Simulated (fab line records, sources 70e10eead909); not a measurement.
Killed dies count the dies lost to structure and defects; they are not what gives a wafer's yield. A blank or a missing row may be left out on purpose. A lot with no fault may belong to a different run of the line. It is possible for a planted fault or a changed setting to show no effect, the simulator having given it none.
Check of tool commonality || flow nandHarc || 13 lots and 39 wafers in the sample

## WHY IT WAS OPENED
At NHARC_P_ZERO_WELL_CD_MEAS_24 the reading cdNm is flagged on 1 of 13 lots. Wafers without a fault read 720.2 nm, standard deviation 2.1.
Rule: a lot gets a flag if all its wafers with a number sit over 4 standard deviations from that mean, or if no wafer of it has a number. All remaining lots are regarded as sound.

{"lot": "L932", "measured": "day 1 14:27", "on": "cdSem-02", "cdNm (nm), wafer by wafer": "721.7 722.0 718.6", "flag": ""}
{"lot": "L933", "measured": "day 1 20:34", "on": "cdSem-03", "cdNm (nm), wafer by wafer": "721.6 720.3 719.9", "flag": ""}
{"lot": "L936", "measured": "day 2 14:29", "on": "cdSem-01", "cdNm (nm), wafer by wafer": "719.8 720.4 721.7", "flag": ""}
{"lot": "L937", "measured": "day 2 20:35", "on": "cdSem-01", "cdNm (nm), wafer by wafer": "717.4 718.7 719.3", "flag": ""}
{"lot": "L939", "measured": "day 3 08:36", "on": "cdSem-01", "cdNm (nm), wafer by wafer": "670.8 670.5 669.0", "flag": "FLAGGED"}
{"lot": "L947", "measured": "day 5 08:35", "on": "cdSem-02", "cdNm (nm), wafer by wafer": "719.6 722.2 719.7", "flag": ""}
{"lot": "L948", "measured": "day 5 14:38", "on": "cdSem-01", "cdNm (nm), wafer by wafer": "718.0 719.3 719.4", "flag": ""}
{"lot": "L949", "measured": "day 5 20:37", "on": "cdSem-02", "cdNm (nm), wafer by wafer": "720.0 721.1 715.8", "flag": ""}
{"lot": "L951", "measured": "day 6 08:27", "on": "cdSem-03", "cdNm (nm), wafer by wafer": "722.3 719.5 719.9", "flag": ""}
{"lot": "L952", "measured": "day 6 14:36", "on": "cdSem-01", "cdNm (nm), wafer by wafer": "719.2 719.5 719.6", "flag": ""}
{"lot": "L953", "measured": "day 6 20:29", "on": "cdSem-03", "cdNm (nm), wafer by wafer": "722.5 723.4 722.2", "flag": ""}
{"lot": "L954", "measured": "day 7 02:28", "on": "cdSem-02", "cdNm (nm), wafer by wafer": "724.7 726.6 722.9", "flag": ""}
{"lot": "L955", "measured": "day 7 08:28", "on": "cdSem-02", "cdNm (nm), wafer by wafer": "719.9 721.2 717.3", "flag": ""}
The numbers of the flagged lots are 670.1 nm on average: -50.1 nm against the usual, or -24 standard deviations.

## LOT BY LOT: THE TOOL USED
The record keeps 1 process step preceding the reading, out of 1159 steps on the route. Read each cell as the tool, then ch plus the chambers that the sampled wafers visited, then the start.
{"lot": "L932", "flag": "", "NHARC_P_ZERO_WELL_EXPOSE_21": "krfScanner-03 ch 0, day 1 14:18"}
{"lot": "L933", "flag": "", "NHARC_P_ZERO_WELL_EXPOSE_21": "krfScanner-01 ch 0, day 1 20:25"}
{"lot": "L936", "flag": "", "NHARC_P_ZERO_WELL_EXPOSE_21": "krfScanner-03 ch 0, day 2 14:20"}
{"lot": "L937", "flag": "", "NHARC_P_ZERO_WELL_EXPOSE_21": "krfScanner-02 ch 0, day 2 20:25"}
{"lot": "L939", "flag": "FLAGGED", "NHARC_P_ZERO_WELL_EXPOSE_21": "krfScanner-03 ch 0, day 3 08:27"}
{"lot": "L947", "flag": "", "NHARC_P_ZERO_WELL_EXPOSE_21": "krfScanner-01 ch 0, day 5 08:26"}
{"lot": "L948", "flag": "", "NHARC_P_ZERO_WELL_EXPOSE_21": "krfScanner-03 ch 0, day 5 14:29"}
{"lot": "L949", "flag": "", "NHARC_P_ZERO_WELL_EXPOSE_21": "krfScanner-02 ch 0, day 5 20:28"}
{"lot": "L951", "flag": "", "NHARC_P_ZERO_WELL_EXPOSE_21": "krfScanner-02 ch 0, day 6 08:18"}
{"lot": "L952", "flag": "", "NHARC_P_ZERO_WELL_EXPOSE_21": "krfScanner-03 ch 0, day 6 14:27"}
{"lot": "L953", "flag": "", "NHARC_P_ZERO_WELL_EXPOSE_21": "krfScanner-01 ch 0, day 6 20:20"}
{"lot": "L954", "flag": "", "NHARC_P_ZERO_WELL_EXPOSE_21": "krfScanner-01 ch 0, day 7 02:19"}
{"lot": "L955", "flag": "", "NHARC_P_ZERO_WELL_EXPOSE_21": "krfScanner-03 ch 0, day 7 08:18"}
What is done by these steps:
- NHARC_P_ZERO_WELL_EXPOSE_21: exposes mask P NWELL, target cd 720 nm.
- NHARC_P_ZERO_WELL_CD_MEAS_24: target cd 720 nm.

## FLAGGED OVER TOTAL, TOOL BY TOOL (the gauges that took the reading come last)
{"step": "NHARC_P_ZERO_WELL_EXPOSE_21", "tool": "krfScanner-01", "lots run": 4, "flagged": 0, "share of the flagged lots": "none", "sound lots run after its first flagged lot": "-"}
{"step": "NHARC_P_ZERO_WELL_EXPOSE_21", "tool": "krfScanner-02", "lots run": 3, "flagged": 0, "share of the flagged lots": "none", "sound lots run after its first flagged lot": "-"}
{"step": "NHARC_P_ZERO_WELL_EXPOSE_21", "tool": "krfScanner-03", "lots run": 6, "flagged": 1, "share of the flagged lots": "all", "sound lots run after its first flagged lot": "3 (L948,L952,L955)"}
{"step": "NHARC_P_ZERO_WELL_CD_MEAS_24", "tool": "cdSem-01", "lots run": 5, "flagged": 1, "share of the flagged lots": "all", "sound lots run after its first flagged lot": "2 (L948,L952)"}
{"step": "NHARC_P_ZERO_WELL_CD_MEAS_24", "tool": "cdSem-02", "lots run": 5, "flagged": 0, "share of the flagged lots": "none", "sound lots run after its first flagged lot": "-"}
{"step": "NHARC_P_ZERO_WELL_CD_MEAS_24", "tool": "cdSem-03", "lots run": 3, "flagged": 0, "share of the flagged lots": "none", "sound lots run after its first flagged lot": "-"}

## WHAT THE TABLE ALLOWS
Rows of the table that ran all the flagged lots, 2 in number: krfScanner-03 at NHARC_P_ZERO_WELL_EXPOSE_21; cdSem-01 at NHARC_P_ZERO_WELL_CD_MEAS_24.
- krfScanner-03 at NHARC_P_ZERO_WELL_EXPOSE_21: 1 of its 6 lots flagged. Lots that were sound ran on it after the first flagged one (L948, L952, L955); a persistent fault on the entire tool would not allow that.
- cdSem-01 at NHARC_P_ZERO_WELL_CD_MEAS_24: 1 of its 5 lots flagged. Lots that were sound ran on it after the first flagged one (L948, L952); a persistent fault on the entire tool would not allow that.
None of the table's rows ran every flagged lot and, after the first, no sound lot.

## WHAT THE SIMULATOR HAD INSERTED
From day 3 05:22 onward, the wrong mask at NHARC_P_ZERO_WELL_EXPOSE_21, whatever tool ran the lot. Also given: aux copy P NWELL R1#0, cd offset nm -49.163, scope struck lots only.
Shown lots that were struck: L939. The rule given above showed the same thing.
